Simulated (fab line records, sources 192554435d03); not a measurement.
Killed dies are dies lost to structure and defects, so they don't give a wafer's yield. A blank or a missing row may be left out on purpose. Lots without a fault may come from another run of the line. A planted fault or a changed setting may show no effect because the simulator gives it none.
Problem report in the 8D (eight disciplines) form, filled by code | flow n5_finfet | the parts of the form that need people (team, actions taken, sign-off) are left out

1. THE PROBLEM
REXT_N at N5_BEOL_M4_RC_MEAS_101 reads a mean of 86.6 ohm.um on 6 wafers of 2 lots; wafers without a fault read 75.1 ohm.um with a standard deviation of 1.8. That is +6.4 standard deviations from the usual mean.
First seen on wafer L294.3, day 13 10:14, on prober-01. The record holds 30 wafers of 10 lots with a number at this step. Rule for "out", or "out of limits": more than 4 standard deviations from the usual mean. The other wafers with a number count as sound.

2. WHAT IT IS AND WHAT IT IS NOT
question                    | is                     | is not
which readings at this step | REXT_N                 | DIBL_P, IOFF_P, ION_P, VT_P
which lots                  | L294, L296             | L276, L280, L281, L284, L285, L286, L297, L298
which wafers of those lots  | all that have a number | -
read on which gauges        | prober-01, prober-02   | -
when                        | from day 13 10:14      | up to then (18 sound wafers); but 6 sound wafers of L297, L298 came after

3. SUSPECTS, AND WHAT RULES EACH OUT
Counting: a tool at a process step up to the reading stays a suspect if it ran every lot that is out and no sound lot after the first of them.
- the gauge at N5_BEOL_M4_RC_MEAS_101: ruled out. The wafers that are out were read on 2 gauges (prober-01, prober-02).
- epi_rpcvd-01 at N5_SD_EPI_N_VAPOR_ETCH_50 (etches Si in HCl, time 54 s): kept. It ran every lot that is out, first L294 (day 7 20:44), and no sound lot after that; its last sound lot up to then is L285 (day 5 11:22). Its own readings are out on those wafers: susceptor_temp_C.
Left after counting: epi_rpcvd-01 at N5_SD_EPI_N_VAPOR_ETCH_50.

4. THE CAUSE (what the simulator had put in)
Process parameter drift: epi_rpcvd-01, from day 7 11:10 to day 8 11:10, at N5_SD_EPI_N_VAPOR_ETCH_50. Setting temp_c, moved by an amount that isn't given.
Counting left only this tool.

5. THE CHAIN OF EFFECTS, in route order
Each row: a reading whose mean over the struck wafers that have a number lies more than 3 standard deviations from the usual. Only readings for which the record gives a usual standard deviation are gone through. hours: the time from each lot's start at the first step in this table that gives one to its start at this step, as a median over the lots. sigmas: the change in usual standard deviations.
hours | step                      | reading          | usual       | on struck wafers | change | sigmas
0     | N5_SD_EPI_N_VAPOR_ETCH_50 | susceptor_temp_C | 775.0 C     | 761.5            | -13.5  | -37
129   | N5_BEOL_M4_RC_MEAS_101    | DIBL_N           | 36.1 mV/V   | 30.1             | -6.0   | -3.5
129   | N5_BEOL_M4_RC_MEAS_101    | ION_N            | 673 uA/um   | 631              | -42    | -4.2
129   | N5_BEOL_M4_RC_MEAS_101    | REXT_N           | 75.1 ohm.um | 86.6             | +11.5  | +6.4
238   | N5_PASSIVATION_PROBE_49   | sort_bin_8_speed | 0.00 %      | 11.92            | +11.92 | +99 or more
238   | N5_PASSIVATION_PROBE_49   | sort_n_pass      | 1078        | 926              | -152   | -8.9
238   | N5_PASSIVATION_PROBE_49   | sort_yield_pct   | 91.3 %      | 78.5             | -12.8  | -9.1
The process steps in it:
- N5_SD_EPI_N_VAPOR_ETCH_50: etches Si in HCl, time 54 s.
- N5_PASSIVATION_PROBE_49

6. WHAT WOULD HAVE CAUGHT IT SOONER
In this record the first reading out of limits at a measuring or inspecting step was taken at day 13 10:14, 143 hours after the fault began at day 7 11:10.
The tool's own readings at N5_SD_EPI_N_VAPOR_ETCH_50 were out on every struck wafer that the step has a row for (susceptor_temp_C): an alarm limit on them would have fired on the first of those.
All the lots that are out (2) had begun N5_SD_EPI_N_VAPOR_ETCH_50 on epi_rpcvd-01 by day 13 10:14. A hold on the tool at that time would have spared none of them.
